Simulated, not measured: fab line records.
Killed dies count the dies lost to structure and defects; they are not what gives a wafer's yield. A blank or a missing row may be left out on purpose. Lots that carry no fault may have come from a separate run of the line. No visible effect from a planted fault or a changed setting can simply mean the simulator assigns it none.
A lot that was struck, set against a sound lot :: flow nandHarc :: 41 steps out of a route of 1159
Sound: the wafers L809.4, L809.5, L809.6. Wafers struck: L819.1, L819.3, L819.5. The cause is given at the end.
For every step that has rows: the tool of each side, followed by ch and its chambers, followed by its first start. Under that, the readings that differ: sound wafers :: struck wafers :: difference of the means :: sigmas: that difference in standard deviations of wafers without a fault.
alike: a reading whose means differ by less than 2 such deviations, as well as words and numbers matching on both sides. not compared: withheld readings; readings where some wafer has no value; bounds like >300 that might hide an equal value; numbers whose values overlap and for which the record gives no deviation.
A row with sigmas, a row that says differs or no value, or rows on one side alone: a step with any of these is where the two part. When numbers do not overlap yet have no deviation, they are printed without sigmas and do not part them. A reading missing from all wafers of one side parts the sides only when that side holds two or more wafers.

NHARC_P_GATE_STRIP_101: strips in O2, time 20 s.
  sound on rieDiel-05 ch 0,1, day 5 13:11; struck on rieDiel-01 ch 0,1,3, day 8 08:58
  alike: drypumpMotorCurrentA, oesProductAu, rfVppV, showerheadPlenumPTorr, throttleValvePct
  not compared: rfHoursCounterH
then, 11 steps without rows for these wafers: NHARC_P_GATE_PRECLEAN_97 (cleans in SPM, time 600 s); NHARC_P_GATE_SRD_98; NHARC_P_GATE_PRECLEAN_99 (cleans in SC1); NHARC_P_GATE_SRD_100; NHARC_P_GATE_DEHYDRATE_38 (time 120 s); NHARC_P_GATE_HMDS_39 (time 30 s); NHARC_P_GATE_COAT_40; NHARC_P_GATE_SOFTBAKE_41 (time 95 s); NHARC_P_GATE_EBR_42; NHARC_P_GATE_EXPOSE_43 (exposes mask P NSD, target cd 720 nm); NHARC_P_GATE_PEB_44 (peb time 85 s).
NHARC_P_GATE_DEVELOP_45: time 70 s.
  sound on lithoTrack-02 ch 0, day 5 14:00; struck on lithoTrack-02 ch 0, day 8 09:00
reading: resistLineTempC (C)
sound: 23.18 23.05 23.16
struck: 22.81 22.85 22.83
difference: -0.30
sigmas: -3
  alike: chillPlateTempC
then, 1 step without rows for these wafers: NHARC_P_GATE_HARDBAKE_47 (time 80 s).
NHARC_P_GATE_DESCUM_48: chemistry O2, time 3 s.
  sound on rieDiel-05 ch 0,1, day 5 14:17; struck on rieDiel-01 ch 0,1,3, day 8 10:04
reading: oesProductAu (a.u.)
sound: 0.990 0.989 0.991
struck: 1.009 1.004 1.004
difference: +0.016
sigmas: +2

reading: showerheadPlenumPTorr (Torr)
sound: 1.85 1.88 1.85
struck: 1.98 2.02 1.94
difference: +0.12
sigmas: +2

reading: model.P_GATE.cdNm (nm)
sound: 720.4 720.8 720.6
struck: 122 119.9 122.1
difference: -599
sigmas: 
  alike: drypumpMotorCurrentA, rfVppV, throttleValvePct
  not compared: rfHoursCounterH
then, 1 step without rows for these wafers: NHARC_P_GATE_IMPLANT_49.
NHARC_P_GATE_STRIP_111: strips in N2/H2, time 250 s.
  sound on plasmaAsher-01 ch 0,1, day 5 14:49; struck on plasmaAsher-02 ch 0,1, day 8 10:28
  alike: drypumpMotorCurrentA, heaterPowerW
  not compared: rfHoursCounterH
then, 11 steps without rows for these wafers: NHARC_P_GATE_STRIP_75 (strips in O2); NHARC_P_GATE_STRIP_50 (strips in SPM, time 900 s); NHARC_P_GATE_DEHYDRATE_51 (time 120 s); NHARC_P_GATE_HMDS_52 (time 30 s); NHARC_P_GATE_COAT_53; NHARC_P_GATE_SOFTBAKE_54 (time 95 s); NHARC_P_GATE_EBR_55; NHARC_P_GATE_EXPOSE_56 (exposes mask P PSD, target cd 720 nm); NHARC_P_GATE_PEB_57 (peb time 85 s); NHARC_P_GATE_DEVELOP_58 (time 70 s); NHARC_P_GATE_HARDBAKE_60 (time 80 s).
NHARC_P_GATE_DESCUM_61: chemistry O2, time 3 s.
  sound on rieDiel-05 ch 0,1,2, day 5 16:06; struck on rieDiel-01 ch 0,2,3, day 8 11:49
  alike: drypumpMotorCurrentA, oesProductAu, rfVppV, showerheadPlenumPTorr, throttleValvePct
  not compared: rfHoursCounterH
then, 1 step without rows for these wafers: NHARC_P_GATE_IMPLANT_62.
NHARC_P_GATE_STRIP_112: strips in N2/H2, time 200 s.
  sound on plasmaAsher-02 ch 0,1, day 5 16:31; struck on plasmaAsher-02 ch 0,1, day 8 12:11
  alike: drypumpMotorCurrentA, heaterPowerW
  not compared: rfHoursCounterH
NHARC_P_GATE_STRIP_76: strips in O2.
  sound on plasmaAsher-02 ch 0,1, day 5 16:43; struck on plasmaAsher-02 ch 0,1, day 8 12:26
  alike: drypumpMotorCurrentA, heaterPowerW
  not compared: rfHoursCounterH
then, 8 steps without rows for these wafers: NHARC_P_GATE_STRIP_63 (strips in SPM, time 900 s); NHARC_P_GATE_DEHYDRATE_83 (time 120 s); NHARC_P_GATE_HMDS_84 (time 30 s); NHARC_P_GATE_COAT_85; NHARC_P_GATE_SOFTBAKE_86 (time 95 s); NHARC_P_GATE_EBR_87; NHARC_P_GATE_EXPOSE_88 (exposes mask P HVN, target cd 2000 nm); NHARC_P_GATE_PEB_89 (peb time 85 s).
NHARC_P_GATE_DESCUM_93: chemistry O2, time 3 s.
  sound on rieDiel-05 ch 0,1,3, day 5 17:48; struck on rieDiel-05 ch 2,3, day 8 13:24
reading: model.P_GATE.cdNm (nm)
sound: 1999 2000 720.6
struck: 122 119.9 122.1
difference: -1452
sigmas: 
  alike: drypumpMotorCurrentA, oesProductAu, rfVppV, showerheadPlenumPTorr, throttleValvePct
  not compared: rfHoursCounterH

## WHERE THEY PART
First at NHARC_P_GATE_DEVELOP_45; last, within this record, at NHARC_P_GATE_DESCUM_48. Later steps at which nothing parts them and some readings are alike: NHARC_P_GATE_STRIP_111, NHARC_P_GATE_DESCUM_61, NHARC_P_GATE_STRIP_112, NHARC_P_GATE_STRIP_76, NHARC_P_GATE_DESCUM_93.

WHY: whatever the simulator had introduced
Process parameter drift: lithoTrack-02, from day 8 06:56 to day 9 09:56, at NHARC_P_GATE_DEVELOP_45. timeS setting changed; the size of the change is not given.
